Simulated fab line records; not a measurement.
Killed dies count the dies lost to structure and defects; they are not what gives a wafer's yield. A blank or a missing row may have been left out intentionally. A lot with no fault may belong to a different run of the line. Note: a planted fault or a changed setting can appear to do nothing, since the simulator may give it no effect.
The tool behind it: which one? | flow nand-harc | 12 lots, 35 wafers sampled, at 6 steps of a route of 1159

## WHAT THE GAUGES SHOWED, per wafer
NHARC_A_ONON_D1_THK_MEAS_08: measures by ellipsometry.
lot  | measured     | on            | thk-nm (nm)
L560 | day 7 12:44  | film-metro-02 | 991 991 990
L563 | day 8 11:01  | film-metro-02 | 1002 1001 1002
L564 | day 8 16:44  | film-metro-01 | 1007 1006 1004
L565 | day 8 16:46  | film-metro-02 | 1002 1004 1004
L566 | day 9 07:18  | film-metro-01 | 1009 1007 1007
L567 | day 9 07:18  | film-metro-02 | 1006 1005 1007
L569 | day 9 21:37  | film-metro-02 | 985 986 985
L568 | day 9 21:37  | film-metro-01 | 999 998 996
L570 | day 10 15:10 | film-metro-01 | 1014 1016 1016
L580 | day 12 15:58 | film-metro-01 | 988 770
L583 | day 12 20:07 | film-metro-02 | 990 991 990
L582 | day 12 20:08 | film-metro-01 | 1009 1008 1009

NHARC_END_SORT_01.
lot  | measured     | on        | killed-at-array | killed-at-other | killed-at-periphery | killed-dies | killed-open | killed-short
L564 | day 21 12:07 | prober-01 | 24 20 21        | 1 0 0           | 4 2 5               | 29 22 26    | 2 2 2       | 4 1 2
L566 | day 21 17:29 | prober-01 | 31 23 26        | 1 1 3           | 4 1 5               | 36 25 34    | 4 4 3       | 4 4 3
L568 | day 22 13:37 | prober-01 | 36 26 32        | 1 0 0           | 1 3 4               | 38 29 36    | 5 2 3       | 4 1 3
L580 | day 25 01:40 | prober-01 | 34              | 0               | 5                   | 39          | 2           | 1

## TOOL THAT RAN EACH LOT (tool first, then ch and the chambers of the sampled wafers, then the start)
lot  | NHARC_P_BONDPAD_CMP_19        | NHARC_A_ZERO_WELL_ETCH_19          | NHARC_A_ONON_D1_DEP_06           | NHARC_A_ONON_D1_DEP_33
L560 | cmp-04 ch 0,3, day 6 11:11    | rie-diel-02 ch 1,2, day 6 13:15    | pecvd-onon-02 ch 0, day 7 12:14  | pecvd-02 ch 0,1,2, day 7 22:04
L563 | cmp-04 ch 0,2,3, day 7 07:59  | rie-diel-11 ch 0,1,2, day 7 10:02  | pecvd-onon-03 ch 0, day 8 10:31  | pecvd-04 ch 0,1, day 8 21:37
L564 | cmp-04 ch 1,2, day 7 15:08    | rie-diel-11 ch 0,1, day 7 17:14    | pecvd-onon-02 ch 0, day 8 16:23  | pecvd-01 ch 0,1,2, day 9 03:27
L565 | cmp-02 ch 1,2,3, day 7 15:45  | rie-diel-02 ch 0,1,3, day 7 17:53  | pecvd-onon-01 ch 0, day 8 16:14  | pecvd-02 ch 0,1,2, day 9 03:33
L566 | cmp-04 ch 0,1,2, day 8 05:20  | rie-diel-09 ch 0,2,3, day 8 07:29  | pecvd-onon-02 ch 0, day 9 06:47  | pecvd-04 ch 0,1,2, day 9 17:50
L567 | cmp-04 ch 0,1,2, day 8 06:35  | rie-diel-02 ch 0,2,3, day 8 08:38  | pecvd-onon-03 ch 0, day 9 06:47  | pecvd-02 ch 0,1,2, day 9 17:52
L569 | cmp-02 ch 0,1, day 8 17:48    | rie-diel-02 ch 0,1, day 8 19:47    | pecvd-onon-02 ch 0, day 9 21:14  | pecvd-01 ch 1,2, day 10 09:29
L568 | cmp-02 ch 1,2,3, day 8 18:31  | rie-diel-09 ch 0,2,3, day 8 20:33  | pecvd-onon-01 ch 0, day 9 21:13  | pecvd-02 ch 0,1,2, day 10 09:31
L570 | cmp-02 ch 2,3, day 9 11:27    | rie-diel-02 ch 0,2,3, day 9 13:29  | pecvd-onon-03 ch 0, day 10 14:40 | pecvd-04 ch 0,1,2, day 11 02:01
L580 | cmp-03 ch 1,3, day 11 13:52   | rie-diel-11 ch 0,3, day 11 15:57   | pecvd-onon-02 ch 0, day 12 15:29 | pecvd-04 ch 0,2, day 13 02:37
L583 | cmp-04 ch 0,1,2, day 11 18:55 | rie-diel-11 ch 0,2,3, day 11 21:00 | pecvd-onon-03 ch 0, day 12 19:41 | pecvd-01 ch 0,1,2, day 13 06:46
L582 | cmp-04 ch 0,3, day 11 19:28   | rie-diel-11 ch 0,3, day 11 21:32   | pecvd-onon-01 ch 0, day 12 19:40 | pecvd-04 ch 0,1, day 13 07:04
- NHARC_P_BONDPAD_CMP_19: polishes, t overpolish 30 s, cu recess touch 16 s, target thk 160.81 nm.
- NHARC_A_ZERO_WELL_ETCH_19: etches the open film in N2/H2, target depth 80 nm, overetch 24 nm, time 87.88 s.
- NHARC_A_ONON_D1_DEP_06: target thk 1000 nm.
- NHARC_A_ONON_D1_DEP_33: deposits SiO2, target thk 200 nm.

## WHAT THE TOOLS THEMSELVES READ (means of the sampled wafers that have a number; where no wafer has one, the mark that the record gives instead)
NHARC_P_BONDPAD_CMP_19.
lot  | tool   | motor-current-A (A) | overpolish-run-s (s)
L560 | cmp-04 | 11.4                | 30.009
L563 | cmp-04 | 12.1                | 30.004
L564 | cmp-04 | 11.7                | 30.005
L565 | cmp-02 | 11.8                | 30.004
L566 | cmp-04 | 11.8                | 29.995
L567 | cmp-04 | 11.5                | 30.006
L569 | cmp-02 | 11.5                | 29.996
L568 | cmp-02 | 12.1                | 29.997
L570 | cmp-02 | 13.1                | 30.000
L580 | cmp-03 | 13.1                | 29.991
L583 | cmp-04 | 11.5                | 30.007
L582 | cmp-04 | 11.4                | 30.008

NHARC_A_ZERO_WELL_ETCH_19.
lot  | tool        | drypump-motor-current-A (A) | n2-flow-sccm (sccm) | oes-product-au (a.u.) | rf-vpp-V (V) | showerhead-plenum-p-Torr (Torr) | throttle-valve-pct (%)
L560 | rie-diel-02 | 5.5                         | 149.9               | 0.992                 | 429.2        | 1.99                            | 14.168
L563 | rie-diel-11 | 6.1                         | 149.8               | 1.001                 | 429.0        | 1.97                            | 14.169
L564 | rie-diel-11 | 6.0                         | 149.8               | 0.996                 | 428.1        | 1.98                            | 14.173
L565 | rie-diel-02 | 5.4                         | 150.2               | 1.010                 | 429.6        | 2.00                            | 14.165
L566 | rie-diel-09 | 5.6                         | 149.9               | 1.009                 | 431.3        | 2.07                            | 14.164
L567 | rie-diel-02 | 5.3                         | 150.2               | 1.006                 | 429.3        | 1.98                            | 14.181
L569 | rie-diel-02 | 5.8                         | 149.8               | 1.003                 | 429.8        | 1.99                            | 14.163
L568 | rie-diel-09 | 5.6                         | 150.1               | 1.004                 | 432.7        | 2.07                            | 14.177
L570 | rie-diel-02 | 5.3                         | 150.0               | 1.005                 | 428.9        | 1.98                            | 14.179
L580 | rie-diel-11 | 6.0                         | 149.9               | 1.005                 | 429.5        | 2.01                            | 14.168
L583 | rie-diel-11 | 6.1                         | 150.3               | 1.004                 | 428.8        | 1.97                            | 14.180
L582 | rie-diel-11 | 5.9                         | 150.0               | 1.000                 | 431.3        | 2.04                            | 14.171

NHARC_A_ONON_D1_DEP_06.
lot  | tool          | n2-flow-sccm (sccm)
L560 | pecvd-onon-02 | 2759
L563 | pecvd-onon-03 | 2752
L564 | pecvd-onon-02 | 2756
L565 | pecvd-onon-01 | 2738
L566 | pecvd-onon-02 | 2741
L567 | pecvd-onon-03 | 2751
L569 | pecvd-onon-02 | 2742
L568 | pecvd-onon-01 | 2749
L570 | pecvd-onon-03 | 2739
L580 | pecvd-onon-02 | 2746
L583 | pecvd-onon-03 | 2746
L582 | pecvd-onon-01 | 2745

NHARC_A_ONON_D1_DEP_33.
lot  | tool     | heater-power-w (W) | throttle-valve-pct (%)
L560 | pecvd-02 | 543                | 16.0
L563 | pecvd-04 | 492                | 16.5
L564 | pecvd-01 | 567                | 15.9
L565 | pecvd-02 | 543                | 15.8
L566 | pecvd-04 | 552                | 16.1
L567 | pecvd-02 | 525                | 15.9
L569 | pecvd-01 | 549                | 16.0
L568 | pecvd-02 | 542                | 15.9
L570 | pecvd-04 | 563                | 15.8
L580 | pecvd-04 | 432                | 15.9
L583 | pecvd-01 | 545                | 16.0
L582 | pecvd-04 | 569                | 16.5

## THE ANSWER, worked out from the rows above alone
Rule: usual is defined by the lots themselves. The widest of any qualifying gaps counts: lots, ordered by their means at a reading, are off when they make up no more than a third of the lots, leave a main group of 4 or more, and stand apart from it by 3 or more times the standard deviation of that group's means. Not used: any main group whose means are identical at the precision the tables above print for the reading. A lot without any number at a reading at which 4 lots or more have one is off too. Any other lot the step has rows for is counted as sound. First the gauges in route order, then the tools' own readings, where a lot's mean is used as printed above. At the first step where some lot is off, the reading lying furthest off is the one used; lots without a number count as furthest.
Off at NHARC_A_ONON_D1_THK_MEAS_08 (thk-nm): L580. Main group: mean 1001 nm, sd 8.7.
If a tool, at a process step before that reading, ran all the lots that are off and no sound lot after the first of them, it fits. The gauges at NHARC_A_ONON_D1_THK_MEAS_08 aren't tried: what is off there is off at NHARC_P_BONDPAD_CMP_19 too, on other tools, and a gauge's error can't cause that. This does not decide it: 2 tools fit, namely cmp-03 at NHARC_P_BONDPAD_CMP_19 and pecvd-onon-02 at NHARC_A_ONON_D1_DEP_06.

## WHAT THE SIMULATOR HAD PUT IN
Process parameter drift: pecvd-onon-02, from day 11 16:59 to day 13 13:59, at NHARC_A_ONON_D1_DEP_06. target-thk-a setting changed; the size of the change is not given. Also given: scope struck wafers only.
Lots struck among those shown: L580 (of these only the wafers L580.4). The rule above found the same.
